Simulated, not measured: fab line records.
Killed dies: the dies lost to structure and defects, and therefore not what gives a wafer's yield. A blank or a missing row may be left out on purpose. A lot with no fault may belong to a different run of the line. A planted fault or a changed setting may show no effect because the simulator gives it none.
Split-lot experiment -- flow n5 finfet -- on a route of 1938 steps: 7 lots, 39 wafers read

THE SPLIT
At N5_MIM_BOT_SPUTTER_00 (material TiN, target thk 35 nm, time 89.7 s), the setting target thk a was moved away from the recipe's 350 angstrom on 15 of the 39 wafers read, by -45.3% to +48.7%. All remaining wafers had this setting at the recipe value.

Reading taken at the split's own step.

THE READING
TiN_of_MIM_BOT_SPUTTER_00.thk nm (the simulator's own value, which no gauge read), in nm, at N5_MIM_BOT_SPUTTER_00 (material TiN, target thk 35 nm, time 89.7 s). The file gives no usual value for it. Average 35.0 nm, standard deviation 0.31 nm, over the 24 wafers here run with the recipe.

wafer,"tool, chamber at the split","target thk a as run, angstrom",against the recipe,"TiN_of_MIM_BOT_SPUTTER_00.thk nm, nm",against lot-mates on the recipe
L082.1,"pvd sputter-01, -",520.4,+48.7%,52.4,+17.0
L082.2,"pvd sputter-01, -",520.4,+48.7%,52.4,+17.0
L082.5,"pvd sputter-01, -",520.4,+48.7%,52.4,+17.0
L082.3,"pvd sputter-01, -",350,recipe,35,-
L082.4,"pvd sputter-01, -",350,recipe,35.6,-
L082.6,"pvd sputter-01, -",350,recipe,35.6,-
L078.1,"pvd sputter-02, -",452.9,+29.4%,45.4,+10.3
L078.3,"pvd sputter-02, -",452.9,+29.4%,45.4,+10.3
L078.2,"pvd sputter-02, -",350,recipe,34.8,-
L078.4,"pvd sputter-02, -",350,recipe,35.4,-
L078.5,"pvd sputter-02, -",350,recipe,35,-
L078.6,"pvd sputter-02, -",452.9,+29.4%,45.6,+10.5
L083.1,"pvd sputter-02, -",350,recipe,34.8,-
L083.4,"pvd sputter-02, -",350,recipe,34.8,-
L083.5,"pvd sputter-02, -",350,recipe,35.4,-
L088.1,"pvd sputter-03, -",350,recipe,34.8,-
L088.2,"pvd sputter-03, -",350,recipe,35.2,-
L088.3,"pvd sputter-03, -",477,+36.3%,48,+12.8
L088.4,"pvd sputter-03, -",477,+36.3%,48,+12.8
L088.6,"pvd sputter-03, -",477,+36.3%,48,+12.8
L088.5,"pvd sputter-03, -",350,recipe,35.6,-
L093.1,"pvd sputter-01, -",350,recipe,34.8,-
L093.4,"pvd sputter-01, -",350,recipe,34.8,-
L093.2,"pvd sputter-01, -",350,recipe,35.2,-
L093.3,"pvd sputter-01, -",191.3,-45.3%,19,-15.9
L093.6,"pvd sputter-01, -",191.3,-45.3%,19,-15.9
L093.5,"pvd sputter-01, -",191.3,-45.3%,19.2,-15.7
L094.1,"pvd sputter-01, -",350,recipe,34.6,-
L094.2,"pvd sputter-01, -",350,recipe,34.6,-
L094.6,"pvd sputter-01, -",350,recipe,34.6,-
L094.3,"pvd sputter-01, -",350,recipe,34.8,-
L094.5,"pvd sputter-01, -",350,recipe,34.8,-
L094.4,"pvd sputter-01, -",350,recipe,35.2,-
L096.1,"pvd sputter-01, -",490.5,+40.1%,49,+14.1
L096.4,"pvd sputter-01, -",490.5,+40.1%,49,+14.1
L096.2,"pvd sputter-01, -",490.5,+40.1%,48.6,+13.7
L096.3,"pvd sputter-01, -",350,recipe,34.8,-
L096.5,"pvd sputter-01, -",350,recipe,35,-
L096.6,"pvd sputter-01, -",350,recipe,35,-

FIT RESULTS
A straight line over all 39 wafers: TiN_of_MIM_BOT_SPUTTER_00.thk nm changes by +0.353 nm for each +1% of target thk a; r = +1.00; the points scatter about the line by 0.29 nm.
The same after taking each lot's own level away (the mean of its wafers on the recipe; 39 wafers): +0.35 nm for each +1%; r = +1.00; scatter 0.21 nm.
According to that fit, moving target thk a by its largest amount changes the reading by 17 nm.
From 34.77 to 35.40 nm: that is the span of the lots' own levels, equal to 2.0 times the standard deviation above.
So the lot-to-lot level changes the slope little: the two slopes agree.
Check: for one of the wafers moved furthest among these (+48.7%), held out of the fit, the line's prediction against its lot-mates is +17 nm. Against them it came out at +17 nm.

THE OTHER SPLITS THESE WAFERS WENT THROUGH
These wafers also went through other splits before the reading. Each is held against what the fit with the lots' levels taken away leaves over:
other split on the same wafers,wafers away from the commonest value,r with TiN_of_MIM_BOT_SPUTTER_00.thk nm (lot level and that fit taken away)
N5_BEOL_M8_DESCUM_33 time s,15,+0.20
N5_BEOL_M11_DESCUM_16 time s,12,+0.20

THE FILE'S OWN FIT
TiN_of_MIM_BOT_SPUTTER_00.thk nm changes by +0.35 nm for each +1% of target thk a, r = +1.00.
